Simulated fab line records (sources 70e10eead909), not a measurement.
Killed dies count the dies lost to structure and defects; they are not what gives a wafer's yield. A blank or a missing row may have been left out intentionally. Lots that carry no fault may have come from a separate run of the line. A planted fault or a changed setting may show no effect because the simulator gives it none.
2 desks, one fault | flow nand_harc | what lay behind the numbers comes last; until then each desk has only its own

== FOR THE TOOL OWNER'S DESK: pecvd_onon-02 ==
The tool's own readings at NHARC_A_ONON_D1_DEP_03 (target thk 1000 nm): means of the sampled wafers that have a number, for each lot that ran on this tool. Marked OUT: a lot whose mean sits more than 4 standard deviations from the usual mean, which makes it out of limits; the brackets give that distance.
Columns: A = n2o_flow_sccm at NHARC_A_ONON_D1_DEP_03, usual 2000 sccm
lot  | first seen here | A
L426 | day 8 04:58     | 1999
L427 | day 8 12:35     | 1995
L433 | day 11 05:19    | 1995
L435 | day 12 03:53    | 2004
L442 | day 14 22:44    | 1998
L445 | day 16 05:08    | 2000
This desk found nothing out of limits on any of the 6 lots.

== METROLOGY DESK ==
Means of the sampled wafers that have a number, per lot and without regard to the tool the lot ran on: this is what the gauges read. Marked OUT: a lot whose mean sits more than 4 standard deviations from the usual mean, which makes it out of limits; the brackets give that distance.
Columns: A = thk_nm at NHARC_A_SOURCE_PLATE_THK_MEAS_09, usual 9.8 nm; B = thk_nm at NHARC_A_ONON_D1_THK_MEAS_05, usual 998 nm
lot  | first seen here | A    | B
L425 | day 7 02:02     | 10.5 | 1008
L426 | day 7 15:38     | 10.2 | 1000
L427 | day 7 20:22     | 9.1  | 1003
L433 | day 10 14:45    | 10.1 | 623 (-40) OUT
L435 | day 11 13:57    | 9.5  | 648 (-37) OUT
L440 | day 13 04:10    | 9.7  | 980
L442 | day 14 09:01    | 9.1  | 1001
L443 | day 14 18:17    | 8.9  | 998
L444 | day 15 03:45    | 10.6 | 1000
L445 | day 15 13:33    | 8.3  | 1009
L447 | day 16 13:11    | 10.1 | 1004
L448 | day 16 13:11    | 9.9  | 991
This desk's verdict: out of limits on L433, L435, starting with L433 at day 11 05:49 (thk_nm at NHARC_A_ONON_D1_THK_MEAS_05). In limits: L425, L426, L427, L440, L442, L443, L444, L445, L447, L448.

== ALL TOGETHER ==
On L433, L435, the metrology desk was in a position to raise an alarm at day 11 05:49.
The desk of the tool owner found nothing out of limits.
The tool owner's desk has L433, L435 on record, within its limits.
The lots listed all ran NHARC_A_ONON_D1_DEP_03 on pecvd_onon-02.

== WHAT THE SIMULATOR HAD INSERTED ==
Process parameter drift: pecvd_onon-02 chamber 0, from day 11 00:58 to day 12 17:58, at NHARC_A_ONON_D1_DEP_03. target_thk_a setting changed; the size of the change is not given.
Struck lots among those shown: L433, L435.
Delay in hours, fault start to first out-of-limits reading, per desk: metrology desk 5.
